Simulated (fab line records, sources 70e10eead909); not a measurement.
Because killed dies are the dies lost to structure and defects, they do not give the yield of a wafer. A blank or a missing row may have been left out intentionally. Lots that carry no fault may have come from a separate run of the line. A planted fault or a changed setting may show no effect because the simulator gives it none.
Shared-tool check :: flow nandHarc :: 5 lots and 15 wafers in the sample

## REASON FOR OPENING
Flagged at NHARC_END_SORT_01: reading killedAtArray, on 2 of 5 lots. No-fault wafers: 62, standard deviation 15.
Rule: a lot gets a flag if all its wafers with a number sit over 4 standard deviations from that mean, or if no wafer of it has a number. All remaining lots are regarded as sound.

lot: L748
measured: day 24 05:52
on: prober-01
killedAtArray, wafer by wafer: 61 62 62
flag: 

lot: L759
measured: day 29 02:34
on: prober-01
killedAtArray, wafer by wafer: 47 41 50
flag: 

lot: L758
measured: day 29 11:07
on: prober-01
killedAtArray, wafer by wafer: 61 55 64
flag: 

lot: L761
measured: day 31 13:26
on: prober-01
killedAtArray, wafer by wafer: 670 669 673
flag: FLAGGED

lot: L767
measured: day 32 03:32
on: prober-01
killedAtArray, wafer by wafer: 670 668 671
flag: FLAGGED
Average over the flagged lots: 670; offset from the usual +608, equal to +41 standard deviations.

## WHICH TOOL RAN EACH LOT
The record holds 4 process steps before the reading, out of a route of 1302 steps. Read each cell as the tool, then ch plus the chambers that the sampled wafers visited, then the start.
lot: L748
flag: 
NHARC_A_BONDPAD_ECD_18: ecdCu-02 ch 0,1, day 23 01:49
NHARC_THIN_TSV_STRIP_45: plasmaAsher-01 ch 0,1, day 23 15:23
NHARC_THIN_TSV_ANNEAL_52: rtpAnneal-02 ch 0, day 23 18:19
NHARC_THIN_TSV_DESCUM_35: rieDiel-06 ch 0,3, day 23 20:17

lot: L759
flag: 
NHARC_A_BONDPAD_ECD_18: ecdCu-01 ch 0,1, day 27 22:43
NHARC_THIN_TSV_STRIP_45: plasmaAsher-02 ch 1, day 28 13:32
NHARC_THIN_TSV_ANNEAL_52: rtpAnneal-01 ch 0, day 28 16:24
NHARC_THIN_TSV_DESCUM_35: rieDiel-13 ch 1,3, day 28 18:23

lot: L758
flag: 
NHARC_A_BONDPAD_ECD_18: ecdCu-02 ch 0,1, day 28 04:30
NHARC_THIN_TSV_STRIP_45: plasmaAsher-01 ch 0,1, day 28 18:56
NHARC_THIN_TSV_ANNEAL_52: rtpAnneal-01 ch 0, day 28 21:53
NHARC_THIN_TSV_DESCUM_35: rieDiel-10 ch 0,1,2, day 28 23:56

lot: L761
flag: FLAGGED
NHARC_A_BONDPAD_ECD_18: ecdCu-02 ch 0,1, day 30 06:19
NHARC_THIN_TSV_STRIP_45: no row
NHARC_THIN_TSV_ANNEAL_52: no row
NHARC_THIN_TSV_DESCUM_35: no row

lot: L767
flag: FLAGGED
NHARC_A_BONDPAD_ECD_18: ecdCu-02 ch 0,1, day 30 22:16
NHARC_THIN_TSV_STRIP_45: no row
NHARC_THIN_TSV_ANNEAL_52: no row
NHARC_THIN_TSV_DESCUM_35: no row
These steps, and what they do:
- NHARC_A_BONDPAD_ECD_18: material Cu, target thk 400 nm.
- NHARC_THIN_TSV_STRIP_45: strips in O2.
- NHARC_THIN_TSV_ANNEAL_52: time 90 s.
- NHARC_THIN_TSV_DESCUM_35: chemistry O2, time 3 s.
- NHARC_END_SORT_01

## FLAGGED AGAINST TOTAL, ONE TOOL AT A TIME (gauges that did the reading follow at the end)
step: NHARC_A_BONDPAD_ECD_18
tool: ecdCu-01
lots run: 1
flagged: 0
share of the flagged lots: none
sound lots run after its first flagged lot: -

step: NHARC_A_BONDPAD_ECD_18
tool: ecdCu-02
lots run: 4
flagged: 2
share of the flagged lots: all
sound lots run after its first flagged lot: 0

step: NHARC_THIN_TSV_STRIP_45
tool: plasmaAsher-01
lots run: 2
flagged: 0
share of the flagged lots: none
sound lots run after its first flagged lot: -

step: NHARC_THIN_TSV_STRIP_45
tool: plasmaAsher-02
lots run: 1
flagged: 0
share of the flagged lots: none
sound lots run after its first flagged lot: -

step: NHARC_THIN_TSV_ANNEAL_52
tool: rtpAnneal-01
lots run: 2
flagged: 0
share of the flagged lots: none
sound lots run after its first flagged lot: -

step: NHARC_THIN_TSV_ANNEAL_52
tool: rtpAnneal-02
lots run: 1
flagged: 0
share of the flagged lots: none
sound lots run after its first flagged lot: -

step: NHARC_THIN_TSV_DESCUM_35
tool: rieDiel-06
lots run: 1
flagged: 0
share of the flagged lots: none
sound lots run after its first flagged lot: -

step: NHARC_THIN_TSV_DESCUM_35
tool: rieDiel-10
lots run: 1
flagged: 0
share of the flagged lots: none
sound lots run after its first flagged lot: -

step: NHARC_THIN_TSV_DESCUM_35
tool: rieDiel-13
lots run: 1
flagged: 0
share of the flagged lots: none
sound lots run after its first flagged lot: -

step: NHARC_END_SORT_01
tool: prober-01
lots run: 5
flagged: 2
share of the flagged lots: all
sound lots run after its first flagged lot: 0

## THE TABLE: WHAT IT ALLOWS
2 rows of the table ran every flagged lot: ecdCu-02 at NHARC_A_BONDPAD_ECD_18, prober-01 at NHARC_END_SORT_01.
- ecdCu-02 at NHARC_A_BONDPAD_ECD_18: 2 of its 4 lots flagged. A fault beginning between L758 (day 28 04:30), its last sound lot, and L761 (day 30 06:19), its first flagged one, fits the data.
- prober-01 at NHARC_END_SORT_01: 2 of its 5 lots flagged. A fault beginning between L758 (day 29 11:07), its last sound lot, and L761 (day 31 13:26), its first flagged one, fits the data.
Counting lots can't tell these 2 tools apart, because each fits a fault that began at some hour. More lots, or a look at what each step does to the wafer, might.

## WHAT HAD BEEN PUT IN BY THE SIMULATOR
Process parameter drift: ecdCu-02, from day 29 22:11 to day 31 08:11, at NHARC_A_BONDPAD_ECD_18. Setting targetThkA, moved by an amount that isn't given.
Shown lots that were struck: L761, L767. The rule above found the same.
